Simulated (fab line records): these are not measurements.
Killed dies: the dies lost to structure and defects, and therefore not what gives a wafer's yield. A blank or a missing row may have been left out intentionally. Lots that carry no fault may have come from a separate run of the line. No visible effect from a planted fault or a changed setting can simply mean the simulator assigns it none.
Which of the tools did it? -- flow n5 finfet -- 10 lots with 28 wafers sampled at 5 steps, on a route of 1938 steps

== WHAT EACH GAUGE READ, for each wafer ==
N5_BEOL_M4_RC_MEAS_101.
lot,measured,on,DIBL_N (mV/V)
L824,day 7 20:51,prober-02,38.1 38.6 36.7
L825,day 8 17:21,prober-02,35.1 37.9 36.0
L826,day 8 13:41,prober-01,35.5 37.0
L828,day 8 23:06,prober-02,38.9 35.4 33.9
L833,day 10 15:50,prober-01,37.0 38.8
L835,day 11 05:55,prober-01,41.3 40.2 39.6
L840,day 12 19:22,prober-01,40.4 37.5 40.2
L842,day 13 04:29,prober-01,35.8 36.1 38.4
L845,day 14 03:58,prober-01,36.1 35.7 35.1
L846,day 14 18:05,prober-02,32.9 37.6 31.9

== WHAT TOOL EACH LOT RAN ON (gives the tool, then ch and the chambers of the sampled wafers, and finally the start) ==
lot,N5_BEOL_M1_HM_OPEN_17,N5_BEOL_M1_STRIP_19,N5_BEOL_M1_ALD_98,N5_BEOL_M1_ETCHBACK_99
L824,"rie metal-03 ch 0,1, day 6 08:22","rie diel-06 ch 0,1,2, day 6 08:32","ald sin-01 ch 1,2,3, day 6 09:20","rie diel-03 ch 0,1,2, day 6 10:06"
L825,"rie metal-03 ch 0,1, day 6 19:53","rie diel-06 ch 0,1,2, day 6 19:58","ald sin-04 ch 0,2, day 6 21:01","rie diel-06 ch 2,3, day 7 01:53"
L826,"rie metal-01 ch 0,1, day 6 21:29","rie diel-04 ch 0,1, day 6 21:33","ald sin-01 ch 0,3, day 6 22:50","rie diel-04 ch 1,2, day 7 01:25"
L828,"rie metal-01 ch 0,1, day 7 09:13","rie diel-04 ch 0,1,3, day 7 09:28","ald sin-01 ch 0,2,3, day 7 10:41","rie diel-03 ch 1,2,3, day 7 14:32"
L833,"rie metal-03 ch 1, day 8 17:12","rie diel-03 ch 1, day 8 17:19","ald sin-01 ch 0,3, day 8 18:27","rie diel-06 ch 0,1, day 8 20:28"
L835,"rie metal-02 ch 0,1, day 9 08:55","rie diel-06 ch 1,2,3, day 9 08:59","ald sin-01 ch 0,1,2, day 9 09:46","rie diel-04 ch 0,1, day 9 16:20"
L840,"rie metal-02 ch 0,1, day 10 15:40","rie diel-06 ch 2,3, day 10 15:47","ald sin-04 ch 1,3, day 10 17:36","rie diel-04 ch 2,3, day 10 19:59"
L842,"rie metal-03 ch 1, day 11 01:47","rie diel-06 ch 0,1,2, day 11 01:54","ald sin-04 ch 0,1,2, day 11 02:40","rie diel-03 ch 1,2,3, day 11 09:29"
L845,"rie metal-02 ch 1, day 11 20:41","rie diel-06 ch 1,3, day 11 20:48","ald sin-03 ch 0,1,2, day 11 22:12","rie diel-03 ch 0,3, day 12 06:40"
L846,"rie metal-01 ch 0,1, day 12 02:28","rie diel-03 ch 1,2, day 12 02:34","ald sin-01 ch 1,3, day 12 03:47","rie diel-06 ch 0,2,3, day 12 13:25"
- N5_BEOL_M1_HM_OPEN_17: chemistry Cl2/BCl3, target TiN, target depth 20 nm, overetch 6 nm.
- N5_BEOL_M1_STRIP_19: strips in O2.
- N5_BEOL_M1_ALD_98: deposits SiO2, target thk 2.5 nm, pulse time 1 s, co reactant pulse time 1 s.
- N5_BEOL_M1_ETCHBACK_99: etches SiO2 in CHF3, target depth 5 nm, time 10.4 s.

== THE ANSWER, worked out from the rows above alone ==
Rule: the lots themselves supply what counts as usual. Put in order of their means at a reading, lots are off if they are a third of the lots or fewer, leave a main group of 4 or more, and stand apart from it by a gap of 3 or more times the standard deviation of the main group's means; of several such gaps the widest counts. The tables above print the reading to a certain number of digits; a main group whose means all agree to those digits is not used. Also off: a lot with no number at a reading for which 4 or more lots have one. All remaining lots with rows at the step are treated as sound.
No lot is off on any of the readings shown, so nothing can be concluded from this.

== WHAT THE SIMULATOR HAD INSERTED ==
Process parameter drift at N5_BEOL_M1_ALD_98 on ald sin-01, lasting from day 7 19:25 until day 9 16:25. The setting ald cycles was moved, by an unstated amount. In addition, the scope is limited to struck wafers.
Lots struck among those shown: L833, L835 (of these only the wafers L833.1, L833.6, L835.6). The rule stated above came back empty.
